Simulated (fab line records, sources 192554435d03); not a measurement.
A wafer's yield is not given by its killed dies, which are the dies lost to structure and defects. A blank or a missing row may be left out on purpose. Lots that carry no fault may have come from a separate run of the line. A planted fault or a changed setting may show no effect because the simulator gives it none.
What tool caused it? :: flow n5-finfet :: 12 lots, 36 wafers sampled, at 6 steps of a route of 1938

== WHAT EACH GAUGE READ, for each wafer ==
N5_BEOL_M6_THK_MEAS_01.
lot: L075
measured: day 8 14:32
on: film-metro-01
M6_ILD_THK (nm): 153.9 152.9 150.8

lot: L077
measured: day 9 03:35
on: film-metro-01
M6_ILD_THK (nm): 151.7 153.6 155.9

lot: L079
measured: day 9 09:04
on: film-metro-02
M6_ILD_THK (nm): 157.0 153.4 154.8

lot: L081
measured: day 10 06:58
on: film-metro-01
M6_ILD_THK (nm): 154.2 152.7 158.8

lot: L083
measured: day 11 03:19
on: film-metro-01
M6_ILD_THK (nm): 155.1 161.5 157.2

lot: L085
measured: day 11 01:11
on: film-metro-02
M6_ILD_THK (nm): 156.6 154.5 157.6

lot: L088
measured: day 11 16:11
on: film-metro-02
M6_ILD_THK (nm): 152.5 159.6 155.8

lot: L089
measured: day 12 07:44
on: film-metro-01
M6_ILD_THK (nm): 151.3 154.1 156.8

lot: L091
measured: day 12 21:29
on: film-metro-01
M6_ILD_THK (nm): 153.5 156.9 157.5

lot: L093
measured: day 13 06:58
on: film-metro-01
M6_ILD_THK (nm): 160.3 158.8 159.6

lot: L095
measured: day 13 18:46
on: film-metro-02
M6_ILD_THK (nm): 152.9 153.9 156.5

lot: L097
measured: day 14 03:11
on: film-metro-01
M6_ILD_THK (nm): 155.8 155.0 155.9

== WHAT TOOL EACH LOT RAN ON (gives the tool, then ch and the chambers of the sampled wafers, and finally the start) ==
lot: L075
N5_BEOL_M5_ETCH_61: rie-diel-04 ch 0,1,3, day 8 02:53
N5_BEOL_M5_ALD_86: ald-metal-04 ch 0,2,3, day 8 06:14
N5_BEOL_M5_ANNEAL_49: pvd-sputter-03, day 8 07:01
N5_BEOL_M5_PRE_CLEAN_77: cvd-co-01 ch 0,1,2, day 8 13:40
N5_BEOL_M5_CO_CAP_78: cvd-co-01 ch 0,1,2, day 8 13:42

lot: L077
N5_BEOL_M5_ETCH_61: rie-diel-01 ch 2,3, day 8 18:44
N5_BEOL_M5_ALD_86: ald-metal-01 ch 1,2,3, day 8 20:44
N5_BEOL_M5_ANNEAL_49: pvd-sputter-03, day 8 21:20
N5_BEOL_M5_PRE_CLEAN_77: cvd-co-01 ch 0,1, day 9 02:43
N5_BEOL_M5_CO_CAP_78: cvd-co-01 ch 0,1, day 9 02:45

lot: L079
N5_BEOL_M5_ETCH_61: rie-diel-04 ch 1,3, day 8 22:07
N5_BEOL_M5_ALD_86: ald-metal-04 ch 0,1,3, day 9 02:11
N5_BEOL_M5_ANNEAL_49: pvd-sputter-03, day 9 02:55
N5_BEOL_M5_PRE_CLEAN_77: cvd-co-02 ch 1,2, day 9 08:10
N5_BEOL_M5_CO_CAP_78: cvd-co-02 ch 1,2, day 9 08:13

lot: L081
N5_BEOL_M5_ETCH_61: rie-diel-05 ch 0,1,3, day 9 19:31
N5_BEOL_M5_ALD_86: ald-metal-04 ch 0,2,3, day 10 00:11
N5_BEOL_M5_ANNEAL_49: pvd-sputter-01, day 10 00:53
N5_BEOL_M5_PRE_CLEAN_77: cvd-co-01 ch 0,1, day 10 06:06
N5_BEOL_M5_CO_CAP_78: cvd-co-01 ch 0,1, day 10 06:08

lot: L083
N5_BEOL_M5_ETCH_61: rie-diel-05 ch 0,1,2, day 10 09:24
N5_BEOL_M5_ALD_86: ald-metal-01 ch 0,2, day 10 12:44
N5_BEOL_M5_ANNEAL_49: pvd-sputter-03, day 10 13:25
N5_BEOL_M5_PRE_CLEAN_77: cvd-co-02 ch 0,1,2, day 11 01:58
N5_BEOL_M5_CO_CAP_78: cvd-co-02 ch 0,1,2, day 11 02:01

lot: L085
N5_BEOL_M5_ETCH_61: rie-diel-04 ch 1,3, day 10 12:38
N5_BEOL_M5_ALD_86: ald-metal-04 ch 0,2,3, day 10 15:35
N5_BEOL_M5_ANNEAL_49: pvd-sputter-01, day 10 16:44
N5_BEOL_M5_PRE_CLEAN_77: cvd-co-02 ch 0,1,2, day 10 23:50
N5_BEOL_M5_CO_CAP_78: cvd-co-02 ch 0,1,2, day 10 23:52

lot: L088
N5_BEOL_M5_ETCH_61: rie-diel-01 ch 1,3, day 11 06:23
N5_BEOL_M5_ALD_86: ald-metal-01 ch 1,3, day 11 08:56
N5_BEOL_M5_ANNEAL_49: pvd-sputter-02, day 11 09:42
N5_BEOL_M5_PRE_CLEAN_77: cvd-co-02 ch 0,1,2, day 11 14:50
N5_BEOL_M5_CO_CAP_78: cvd-co-02 ch 0,1,2, day 11 14:53

lot: L089
N5_BEOL_M5_ETCH_61: rie-diel-04 ch 0,3, day 11 22:55
N5_BEOL_M5_ALD_86: ald-metal-01 ch 0,3, day 12 01:04
N5_BEOL_M5_ANNEAL_49: pvd-sputter-01, day 12 01:38
N5_BEOL_M5_PRE_CLEAN_77: cvd-co-02 ch 0,1,2, day 12 06:52
N5_BEOL_M5_CO_CAP_78: cvd-co-02 ch 0,1,2, day 12 06:55

lot: L091
N5_BEOL_M5_ETCH_61: rie-diel-04 ch 1,2,3, day 12 09:29
N5_BEOL_M5_ALD_86: ald-metal-01 ch 0,1,3, day 12 13:14
N5_BEOL_M5_ANNEAL_49: pvd-sputter-01, day 12 15:13
N5_BEOL_M5_PRE_CLEAN_77: cvd-co-02 ch 0,1,2, day 12 20:37
N5_BEOL_M5_CO_CAP_78: cvd-co-02 ch 0,1,2, day 12 20:39

lot: L093
N5_BEOL_M5_ETCH_61: rie-diel-05 ch 0,3, day 12 19:38
N5_BEOL_M5_ALD_86: ald-metal-02 ch 0,1, day 12 23:32
N5_BEOL_M5_ANNEAL_49: pvd-sputter-03, day 13 00:28
N5_BEOL_M5_PRE_CLEAN_77: cvd-co-02 ch 0,1, day 13 06:07
N5_BEOL_M5_CO_CAP_78: cvd-co-02 ch 0,1, day 13 06:09

lot: L095
N5_BEOL_M5_ETCH_61: rie-diel-01 ch 0,1,2, day 13 06:43
N5_BEOL_M5_ALD_86: ald-metal-04 ch 0,1,3, day 13 11:20
N5_BEOL_M5_ANNEAL_49: pvd-sputter-02, day 13 12:11
N5_BEOL_M5_PRE_CLEAN_77: cvd-co-02 ch 0,1, day 13 17:37
N5_BEOL_M5_CO_CAP_78: cvd-co-02 ch 0,1, day 13 17:40

lot: L097
N5_BEOL_M5_ETCH_61: rie-diel-05 ch 1,3, day 13 15:35
N5_BEOL_M5_ALD_86: ald-metal-01 ch 0,1,2, day 13 20:13
N5_BEOL_M5_ANNEAL_49: pvd-sputter-01, day 13 20:54
N5_BEOL_M5_PRE_CLEAN_77: cvd-co-02 ch 0,2, day 14 02:19
N5_BEOL_M5_CO_CAP_78: cvd-co-02 ch 0,2, day 14 02:22
- N5_BEOL_M5_ETCH_61: etches SiARC in CF4, target depth 15.6 nm, time 26 s.
- N5_BEOL_M5_ALD_86: deposits TaN, pulse time 2 s, purge time 3 s, co reactant purge time 2 s.
- N5_BEOL_M5_ANNEAL_49: time 1800 s.
- N5_BEOL_M5_PRE_CLEAN_77: time 15 s.
- N5_BEOL_M5_CO_CAP_78: material Co, precursor CCTBA/H2, target thk 2 nm, time 102.1 s.

== THE ANSWER, worked out from the rows above alone ==
Rule: usual is defined by the lots themselves. Put in order of their means at a reading, lots are off if they are a third of the lots or fewer, leave a main group of 4 or more, and stand apart from it by a gap of 3 or more times the standard deviation of the main group's means; of several such gaps the widest counts. The tables above print the reading to a certain number of digits; a main group whose means all agree to those digits is not used. Also off: a lot with no number at a reading for which 4 or more lots have one. Where the step has rows for the other lots, those lots are counted as sound.
None of the lots is off at any reading shown; this tells nothing.

== WHAT WAS PUT IN BY THE SIMULATOR ==
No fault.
